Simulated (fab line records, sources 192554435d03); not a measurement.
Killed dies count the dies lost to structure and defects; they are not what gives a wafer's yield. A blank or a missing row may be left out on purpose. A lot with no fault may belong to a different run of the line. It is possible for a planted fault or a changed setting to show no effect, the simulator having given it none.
Matching of chambers | flow n5 finfet | N5_BEOL_M11_DEP_56 on pecvd-01 has 3 sister chambers
The step deposits SiCN from 3MS/NH3, target thk 30 nm, time 10.5 s. 6 wafers are shown with their chamber, then 10 later ones without.

## WAFERS PAIRED WITH THEIR CHAMBERS
wafer  | chamber | throttle valve pct (%) | showerhead plenum p Torr (Torr)
L084.4 | 1       | 16.9                   | 4.184
L088.4 | 2       | 16.2                   | 4.140
L088.5 | 1       | 16.9                   | 4.185
L088.6 | 0       | 18.6                   | 4.173
L090.2 | 0       | 18.8                   | 4.170
L090.3 | 2       | 16.1                   | 4.140

## WAFERS MISSING THEIR CHAMBER
wafer  | throttle valve pct (%) | showerhead plenum p Torr (Torr)
L090.4 | 18.5                   | 4.176
L091.1 | 18.3                   | 4.183
L091.2 | 16.1                   | 4.144
L091.4 | 18.7                   | 4.184
L094.1 | 18.3                   | 4.178
L094.3 | 17.1                   | 4.179
L094.4 | 16.9                   | 4.179
L096.2 | 18.6                   | 4.171
L096.3 | 17.0                   | 4.178
L096.4 | 18.6                   | 4.178

## WHICH CHAMBER EACH WENT THROUGH
wafer  | from the rows above | in truth
L090.4 | 0                   | 0
L091.1 | 0                   | 0
L091.2 | 2                   | 2
L091.4 | 0                   | 0
L094.1 | 0                   | 0
L094.3 | 1                   | 1
L094.4 | 1                   | 1
L096.2 | 0                   | 0
L096.3 | 1                   | 1
L096.4 | 0                   | 0
Correctly placed: 10 of 10. Number that these rows cannot place: 0. 0 placed wrongly.
How it was worked out, from the rows above alone: a wafer's distance from a chamber is the root of the sum, over the readings, of the square of ((its reading less the chamber's mean) divided by the reading's scatter). The wafer belongs to the nearest chamber; if the next one is less than 2 further off, it can't be placed. Each chamber's mean is taken over the wafers shown for it. The scatter: the root of (the sum of the squares of (reading less its chamber's mean) over the shown wafers, divided by (wafers less chambers)).
